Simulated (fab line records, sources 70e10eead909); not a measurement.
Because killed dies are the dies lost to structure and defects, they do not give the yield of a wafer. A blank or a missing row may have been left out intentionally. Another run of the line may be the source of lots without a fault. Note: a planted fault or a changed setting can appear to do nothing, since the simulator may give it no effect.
Which of the tools did it? + flow nand-harc + 12 lots with 36 wafers sampled at 5 steps, on a route of 1159 steps

## WHAT THE GAUGES READ, wafer by wafer
NHARC_END_SORT_01.
| lot  | measured     | on        | defect-limited-yield (%) | killed-at-array | killed-at-other | killed-at-periphery | killed-dies | killed-open | killed-short | sort_bin_2_pct (%) | sort_bin_3_pct (%) | sort_bin_4_pct (%) | sort-n-pass | sort-rim-yield-pct (%) | sort-yield-pct (%) |
|------|--------------|-----------|--------------------------|-----------------|-----------------|---------------------|-------------|-------------|--------------|--------------------|--------------------|--------------------|-------------|------------------------|--------------------|
| L556 | day 21 07:39 | prober-01 | 93.9 95.0 95.3           | 33 29 29        | 0 0 0           | 8 5 3               | 41 34 32    | 5 5 1       | 2 1 2        | 2.2 1.9 2.2        | 0.15 0 0.30        | 3.7 3.1 2.2        | 636 643 645 | 94.3 94.3 96.2         | 93.9 95.0 95.3     |
| L568 | day 22 22:43 | prober-01 | 0 0 0                    | 672 676 674     | 3 0 2           | 2 1 1               | 677 677 677 | 3 1 3       | 0 0 2        | 97.2 97.0 96.3     | 0 0 0.15           | 2.8 3.0 3.5        | 0 0 0       | 0 0 0                  | 0 0 0              |
| L571 | day 23 08:51 | prober-02 | 0 0 0                    | 676 674 674     | 0 0 0           | 1 3 3               | 677 677 677 | 1 3 4       | 0 2 4        | 97.3 97.2 96.2     | 0 0.15 0.74        | 2.7 2.7 3.1        | 0 0 0       | 0 0 0                  | 0 0 0              |
| L575 | day 23 22:02 | prober-02 | 96.8 94.8 96.2           | 18 30 21        | 2 0 3           | 2 5 2               | 22 35 26    | 1 5 4       | 3 5 1        | 1.5 1.5 1.2        | 0 0.15 0           | 1.8 3.5 2.7        | 655 642 651 | 96.2 96.2 98.1         | 96.8 94.8 96.2     |
| L574 | day 23 22:16 | prober-01 | 93.9 92.6 92.2           | 39 45 50        | 2 1 0           | 0 4 3               | 41 50 53    | 2 3 4       | 2 1 1        | 1.5 2.5 3.1        | 0.30 0.15 0.44     | 4.3 4.7 4.3        | 636 627 624 | 90.6 93.4 96.2         | 93.9 92.6 92.2     |
| L577 | day 24 07:41 | prober-01 | 92.8 94.4 93.6           | 40 33 35        | 1 1 1           | 8 4 7               | 49 38 43    | 2 4 4       | 5 2 3        | 0.7 1.5 2.4        | 1.03 0.59 0.30     | 5.5 3.5 3.7        | 628 639 634 | 96.2 96.2 96.2         | 92.8 94.4 93.6     |

## WHICH TOOL RAN EACH LOT (tool, then ch and the chambers of the sampled wafers, then the start)
| lot  | NHARC_A_M1_PRE_CLEAN_32         | NHARC_A_BONDPAD_ETCH_12            | NHARC_A_BONDPAD_PRE_CLEAN_26            | NHARC_A_BONDPAD_ANNEAL_28        |
|------|---------------------------------|------------------------------------|-----------------------------------------|----------------------------------|
| L556 | pecvd-02 ch 1,2, day 18 12:31   | rie-diel-09 ch 0,1,3, day 18 15:07 | pvd-sputter-02, day 18 16:44 or earlier | rtp-anneal-02 ch 0, day 18 16:44 |
| L560 | pecvd-02 ch 1,2, day 18 13:02   | rie-diel-03 ch 1,3, day 18 15:24   | pvd-sputter-03, day 18 17:03 or earlier | rtp-anneal-02 ch 0, day 18 17:03 |
| L558 | pecvd-02 ch 1,2, day 18 14:11   | rie-diel-09 ch 0,2,3, day 18 16:23 | pvd-sputter-02, day 18 18:20 or earlier | rtp-anneal-01 ch 0, day 18 18:20 |
| L562 | pecvd-02 ch 0,1,2, day 19 02:34 | rie-diel-03 ch 0,1,2, day 19 04:52 | pvd-sputter-01, day 19 06:23 or earlier | rtp-anneal-01 ch 0, day 19 06:23 |
| L563 | pecvd-02 ch 0,1, day 20 10:10   | rie-diel-09 ch 2,3, day 20 12:25   | pvd-sputter-01, day 20 13:55 or earlier | rtp-anneal-01 ch 0, day 20 13:55 |
| L569 | pecvd-01 ch 0,1,2, day 20 14:13 | rie-diel-09 ch 0,1,2, day 20 16:22 | pvd-sputter-02, day 20 17:54 or earlier | rtp-anneal-02 ch 0, day 20 17:54 |
| L568 | pecvd-01 ch 0,2, day 20 15:08   | rie-diel-09 ch 1,2,3, day 20 17:15 | pvd-sputter-02, day 20 18:50 or earlier | rtp-anneal-02 ch 0, day 20 18:50 |
| L571 | pecvd-04 ch 0,1,2, day 21 04:27 | rie-diel-09 ch 1,2, day 21 06:34   | pvd-sputter-02, day 21 08:17 or earlier | rtp-anneal-01 ch 0, day 21 08:17 |
| L575 | pecvd-02 ch 0,1,2, day 22 04:49 | rie-diel-09 ch 0,2,3, day 22 07:04 | pvd-sputter-02, day 22 08:35 or earlier | rtp-anneal-02 ch 0, day 22 08:35 |
| L574 | pecvd-02 ch 0,2, day 22 06:49   | rie-diel-09 ch 1,3, day 22 09:05   | pvd-sputter-03, day 22 10:47 or earlier | rtp-anneal-01 ch 0, day 22 10:47 |
| L577 | pecvd-02 ch 0,1, day 22 09:52   | rie-diel-09 ch 0,3, day 22 12:13   | pvd-sputter-03, day 22 13:56 or earlier | rtp-anneal-01 ch 0, day 22 13:56 |
| L576 | pecvd-01 ch 0,1, day 22 13:47   | rie-diel-09 ch 0,3, day 22 15:54   | pvd-sputter-02, day 22 17:31 or earlier | rtp-anneal-02 ch 0, day 22 17:31 |
- NHARC_A_M1_PRE_CLEAN_32: time 12 s.
- NHARC_A_BONDPAD_ETCH_12: etches the open film in CHF3/O2, target depth 220 nm, time 110 s.
- NHARC_A_BONDPAD_PRE_CLEAN_26: time 30 s.
- NHARC_A_BONDPAD_ANNEAL_28: time 90 s.

## WHAT THE TOOLS THEMSELVES READ (means of the sampled wafers that have a number; where no wafer has one, the mark that the record gives instead)
NHARC_A_M1_PRE_CLEAN_32.
| lot  | tool     | heater-power-w (W) |
|------|----------|--------------------|
| L556 | pecvd-02 | 555                |
| L560 | pecvd-02 | 608                |
| L558 | pecvd-02 | 584                |
| L562 | pecvd-02 | 651                |
| L563 | pecvd-02 | 636                |
| L569 | pecvd-01 | 587                |
| L568 | pecvd-01 | 586                |
| L571 | pecvd-04 | 698                |
| L575 | pecvd-02 | 600                |
| L574 | pecvd-02 | 693                |
| L577 | pecvd-02 | 609                |
| L576 | pecvd-01 | 628                |

NHARC_A_BONDPAD_ETCH_12.
| lot  | tool        | bias-w (W) | chamber-pressure-mTorr (mTorr) | drypump-motor-current-A (A) | mfc-ar-sccm (sccm) | oes-product-au (a.u.) | rf-vpp-V (V) | showerhead-plenum-p-Torr (Torr) | throttle-valve-pct (%) |
|------|-------------|------------|--------------------------------|-----------------------------|--------------------|-----------------------|--------------|---------------------------------|------------------------|
| L556 | rie-diel-09 | 200.0      | 25.023                         | 5.4                         | 200.1              | 0.967                 | 368.8        | 2.33                            | 20.574                 |
| L560 | rie-diel-03 | 199.6      | 25.029                         | 5.6                         | 199.3              | 0.930                 | 369.0        | 2.31                            | 20.571                 |
| L558 | rie-diel-09 | 199.5      | 25.008                         | 5.0                         | 199.5              | 0.923                 | 369.0        | 2.32                            | 20.563                 |
| L562 | rie-diel-03 | 199.9      | 24.986                         | 5.8                         | 200.1              | 0.924                 | 369.3        | 2.34                            | 20.572                 |
| L563 | rie-diel-09 | 199.6      | 24.965                         | 5.1                         | 200.1              | 0.968                 | 370.1        | 2.35                            | 20.563                 |
| L569 | rie-diel-09 | 199.9      | 24.988                         | 5.3                         | 199.9              | 0.953                 | 368.3        | 2.35                            | 20.577                 |
| L568 | rie-diel-09 | -          | -                              | -                           | -                  | -                     | -            | -                               | -                      |
| L571 | rie-diel-09 | -          | -                              | -                           | -                  | -                     | -            | -                               | -                      |
| L575 | rie-diel-09 | 200.2      | 25.008                         | 5.0                         | 200.0              | 0.971                 | 368.6        | 2.32                            | 20.574                 |
| L574 | rie-diel-09 | 200.9      | 25.008                         | 5.7                         | 199.1              | 0.979                 | 369.9        | 2.38                            | 20.582                 |
| L577 | rie-diel-09 | 200.1      | 25.006                         | 5.0                         | 199.9              | 0.959                 | 368.6        | 2.30                            | 20.579                 |
| L576 | rie-diel-09 | 200.2      | 25.002                         | 5.0                         | 199.5              | 0.968                 | 368.5        | 2.27                            | 20.581                 |

NHARC_A_BONDPAD_PRE_CLEAN_26.
| lot  | tool           | heater-power-w (W) |
|------|----------------|--------------------|
| L556 | pvd-sputter-02 | 390                |
| L560 | pvd-sputter-03 | 401                |
| L558 | pvd-sputter-02 | 424                |
| L562 | pvd-sputter-01 | 427                |
| L563 | pvd-sputter-01 | 438                |
| L569 | pvd-sputter-02 | 426                |
| L568 | pvd-sputter-02 | 450                |
| L571 | pvd-sputter-02 | 451                |
| L575 | pvd-sputter-02 | 482                |
| L574 | pvd-sputter-03 | 388                |
| L577 | pvd-sputter-03 | 401                |
| L576 | pvd-sputter-02 | 440                |

NHARC_A_BONDPAD_ANNEAL_28.
| lot  | tool          | anneal-temp-c-max | wafer_temp_C_max |
|------|---------------|-------------------|------------------|
| L556 | rtp-anneal-02 | 226.1             | 226.08           |
| L560 | rtp-anneal-02 | 226.1             | 226.18           |
| L558 | rtp-anneal-01 | 227.7             | 225.80           |
| L562 | rtp-anneal-01 | 227.4             | 226.01           |
| L563 | rtp-anneal-01 | 227.3             | 226.15           |
| L569 | rtp-anneal-02 | 226.0             | 226.00           |
| L568 | rtp-anneal-02 | 226.1             | 225.93           |
| L571 | rtp-anneal-01 | 227.5             | 225.83           |
| L575 | rtp-anneal-02 | 226.1             | 225.86           |
| L574 | rtp-anneal-01 | 227.3             | 225.81           |
| L577 | rtp-anneal-01 | 227.2             | 225.96           |
| L576 | rtp-anneal-02 | 226.0             | 225.93           |

## THE ANSWER, worked out from the rows above alone
Rule: what is usual is taken from the lots themselves. The widest of any qualifying gaps counts: lots, ordered by their means at a reading, are off when they make up no more than a third of the lots, leave a main group of 4 or more, and stand apart from it by 3 or more times the standard deviation of that group's means. A main group whose means are all the same, to the digits that the tables above print for the reading, isn't used. A lot without any number at a reading at which 4 lots or more have one is off too. The other lots that the step has rows for count as sound. After the gauges, taken in route order, come the tools' own readings; for these a lot's mean is taken, as printed above. At the first step where some lot is off, the reading lying furthest off is the one used; lots without a number count as furthest.
Off, at NHARC_END_SORT_01 on sort_bin_2_pct: L568, L571. Mean 1.9 % and standard deviation 0.4 in the main group. Neither off nor sound, because the step has no rows for them: L560, L558, L562, L563, L569, L576.
If a tool, at a process step before that reading, ran all the lots that are off and no sound lot after the first of them, it fits. Not tried: the gauges at NHARC_END_SORT_01; whatever is off there is also off at NHARC_A_BONDPAD_ETCH_12, on other tools, and gauge error can't account for it. NHARC_A_BONDPAD_PRE_CLEAN_26 gives no start for some lots, so the hours and the order of its lots are those of NHARC_A_BONDPAD_ANNEAL_28. Not one of the candidates tried fits.

## WHAT HAD BEEN PUT IN BY THE SIMULATOR
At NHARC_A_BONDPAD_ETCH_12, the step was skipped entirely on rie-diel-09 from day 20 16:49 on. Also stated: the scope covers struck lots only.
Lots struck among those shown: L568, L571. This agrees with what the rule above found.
